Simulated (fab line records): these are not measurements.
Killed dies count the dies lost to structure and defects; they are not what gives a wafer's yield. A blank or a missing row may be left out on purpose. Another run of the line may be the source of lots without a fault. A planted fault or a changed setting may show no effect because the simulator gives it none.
A struck lot beside a sound one / flow n5_finfet / 17 steps out of a route of 1938
Sound: wafers L722.1, L722.2, L722.6. Struck: wafer L738.1 (L738.4, L738.5, from the same lot, were not struck and are left out); the cause is given at the end.
Order at every step that has rows: each side's tool, ch and its chambers, its first start. Under that, the readings that differ: sound wafers / struck wafers / difference of the means / sigmas: that difference in standard deviations of wafers without a fault.
alike: readings whose means differ by less than 2 such deviations, and words and numbers that are the same on both sides. not compared: withheld readings, readings that some wafer has no value for, bounds like >300 that may hide the same value, and numbers for which the record gives no deviation and whose values overlap.
The two part at a step that has a row with sigmas, a row that says differs or no value, or rows on one side only. Numbers that have no deviation but don't overlap get no sigmas and don't part them. A reading that every wafer of one side lacks parts them only if that side has two wafers or more.

first, 4 steps without rows for these wafers: N5_BEOL_M10_HM_STRIP_39 (strips TiN in peroxide tin strip, target depth 25 nm, time 158 s); N5_BEOL_M10_SRD_40 (time 30 s); N5_BEOL_M10_PRECLEAN_42 (cleans in residue remover, time 60 s); N5_BEOL_M10_SRD_43 (time 30 s).
N5_BEOL_M10_CD_MEAS_35: the cd target is 70 nm.
  sound: cd_sem-03 at day 10 21:53; struck: cd_sem-02 at day 14 10:01
reading=cd_nm (nm); sound=68.3 68.7 69.7; struck=70.7; difference=+1.8; sigmas=+3
N5_BEOL_M10_CURE_72: cures SiCOH lowk, time 120 s.
  sound on uv_cure-01 ch 1, day 10 21:58; struck on uv_cure-02 ch 2, day 14 10:04
  alike: lamp_power_pct, wafer_temp_C_max
then, 2 steps without rows for these wafers: N5_BEOL_M10_DEGAS_44 (time 60 s); N5_BEOL_M10_PRE_CLEAN_45 (time 30 s).
N5_BEOL_M10_ALD_74: deposits TaN, target thk 2 nm, pulse time 2 s, purge time 3 s.
  sound on ald_metal-02 ch 0,1,2, day 10 23:29; struck on ald_metal-04 ch 2, day 14 10:33
reading=heater_power_w (W); sound=384 369 426; struck=484; difference=+91; sigmas=+3
  alike: chamber_pressure_Torr
N5_BEOL_M10_SURFACE_TREAT_76:
  sound: pvd_sputter-03 at day 10 23:50; struck: pvd_sputter-03 at day 14 11:03
  not compared: throttle_valve_pct
then, 1 step without rows for these wafers: N5_BEOL_M10_CVD_75 (deposits Co from CCTBA/H2, target thk 2 nm, time 138.9 s).
N5_BEOL_M10_SPUTTER_48: material Cu, target thk 12 nm, time 2 s.
  sound: pvd_sputter-03 at day 11 00:04; struck: pvd_sputter-03 at day 14 11:17
  alike: cathode_dc_power_W, throttle_valve_pct
N5_BEOL_M10_ECD_50: material Cu, target thk 318 nm.
  sound on ecd_cu-01 ch 0,1, day 11 00:11; struck on ecd_cu-01 ch 1, day 14 11:25
reading=model.Cu_of_BEOL_M10_ECD_50.thk_nm (nm); sound=317.4 316.2 322.2; struck=481.6; difference=+163.0; sigmas=
N5_BEOL_M10_ANNEAL_51: time 90 s.
  sound on rtp_anneal-02 ch 0, day 11 00:31; struck on rtp_anneal-02 ch 0, day 14 11:51
  alike: wafer_temp_C_max
N5_BEOL_M10_CMP_52: polishes, stops on SiCOH lowk, t overpolish 7 s, target thk 140 nm.
  sound on cmp-04 ch 1,2,3, day 11 00:49; struck on cmp-01 ch 3, day 14 12:16
reading=time_to_endpoint_s (s); sound=62 67 69; struck=100; difference=+34; sigmas=+10
  alike: motor_current_A
N5_BEOL_M10_THK_MEAS_53: measures by xrf.
  sound: film_metro-01 at day 11 01:06; struck: film_metro-02 at day 14 12:34
  alike: M10_THK
next, for these wafers, 1 step has no rows: N5_PASSIVATION_PROBE_49.

WHERE THEY PART
First at N5_BEOL_M10_CD_MEAS_35; last, within this record, at N5_BEOL_M10_CMP_52. Later steps at which nothing parts them and some readings are alike: N5_BEOL_M10_THK_MEAS_53.

WHY: what had been put in by the simulator
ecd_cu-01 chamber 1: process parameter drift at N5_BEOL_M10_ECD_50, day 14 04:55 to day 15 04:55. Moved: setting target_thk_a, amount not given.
